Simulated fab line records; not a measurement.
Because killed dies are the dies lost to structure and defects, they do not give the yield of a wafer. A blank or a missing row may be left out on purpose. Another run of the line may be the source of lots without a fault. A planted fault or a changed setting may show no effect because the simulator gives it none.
The tool behind it: which one?	flow nand_harc	Sampling: 6 lots, 18 wafers, 5 of 1159 route steps

WHAT EACH GAUGE READ, for each wafer
NHARC_A_ONON_D1_THK_MEAS_24: measures by ellipsometry.
lot	measured	on	thk_nm (nm)
L225	day 8 06:38	film_metro-02	990 989 991
L228	day 9 07:13	film_metro-01	999 998 999
L231	day 9 21:02	film_metro-02	998 998 997
L234	day 11 03:36	film_metro-01	1508 1508 1510
L235	day 11 03:23	film_metro-02	1023 1022 1023
L242	day 13 03:10	film_metro-02	988 989 988

EACH LOT AND THE TOOL THAT RAN IT (in order: tool; ch and the chambers of the sampled wafers; start)
lot	NHARC_P_M2_ETCH_15	NHARC_P_M2_ANNEAL_31	NHARC_P_BONDPAD_DESCUM_11	NHARC_A_ONON_D1_DEP_22
L225	rie_diel-13 ch 1,2, day 6 16:28 or earlier	rtp_anneal-01 ch 0, day 6 16:28	rie_diel-12 ch 0,1, day 6 19:26	pecvd_onon-01 ch 0, day 8 06:08
L228	rie_diel-03 ch 1,2,3, day 7 14:43 or earlier	rtp_anneal-01 ch 0, day 7 14:43	rie_diel-07 ch 1,2,3, day 7 17:39	pecvd_onon-04 ch 0, day 9 06:46
L231	rie_diel-03 ch 0,1,3, day 8 02:59 or earlier	rtp_anneal-01 ch 0, day 8 02:59	rie_diel-04 ch 2,3, day 8 05:44	pecvd_onon-01 ch 0, day 9 20:39
L234	rie_diel-11 ch 0,2,3, day 9 09:43 or earlier	rtp_anneal-01 ch 0, day 9 09:43	rie_diel-07 ch 0,1,2, day 9 12:38	pecvd_onon-01 ch 0, day 11 03:13
L235	rie_diel-13 ch 0,2,3, day 9 10:59 or earlier	rtp_anneal-01 ch 0, day 9 10:59	rie_diel-04 ch 0,2,3, day 9 13:43	pecvd_onon-02 ch 0, day 11 02:56
L242	rie_diel-03 ch 2,3, day 11 09:44 or earlier	rtp_anneal-02 ch 0, day 11 09:44	rie_diel-04 ch 1,2, day 11 12:22	pecvd_onon-04 ch 0, day 13 02:50
- NHARC_P_M2_ETCH_15: etches the open film in C4F8/Ar, target depth 182.5 nm, time 91.2 s.
- NHARC_P_M2_ANNEAL_31: time 90 s.
- NHARC_P_BONDPAD_DESCUM_11: chemistry O2, time 3 s.
- NHARC_A_ONON_D1_DEP_22: target thk 1000 nm.

THE ANSWER, worked out from the rows above alone
Rule: what is usual is taken from the lots themselves. Put in order of their means at a reading, lots are off if they are a third of the lots or fewer, leave a main group of 4 or more, and stand apart from it by a gap of 3 or more times the standard deviation of the main group's means; of several such gaps the widest counts. The tables above print the reading to a certain number of digits; a main group whose means all agree to those digits is not used. Also off: a lot with no number at a reading for which 4 or more lots have one. All remaining lots with rows at the step are treated as sound.
Off: L234, at NHARC_A_ONON_D1_THK_MEAS_24 (thk_nm). For the main group the mean is 999 nm and the standard deviation 12.
A tool fits if, at a process step before that reading, it ran every lot that is off, and no sound lot after the first of them. The gauges at NHARC_A_ONON_D1_THK_MEAS_24 are tried like those tools. NHARC_P_M2_ETCH_15: start missing for some lots; hours and lot order therefore follow NHARC_P_M2_ANNEAL_31. Can't be told from this: 4 tools fit, rie_diel-11 at NHARC_P_M2_ETCH_15, rie_diel-07 at NHARC_P_BONDPAD_DESCUM_11, pecvd_onon-01 at NHARC_A_ONON_D1_DEP_22, film_metro-01 at NHARC_A_ONON_D1_THK_MEAS_24.

WHAT THE SIMULATOR PUT IN
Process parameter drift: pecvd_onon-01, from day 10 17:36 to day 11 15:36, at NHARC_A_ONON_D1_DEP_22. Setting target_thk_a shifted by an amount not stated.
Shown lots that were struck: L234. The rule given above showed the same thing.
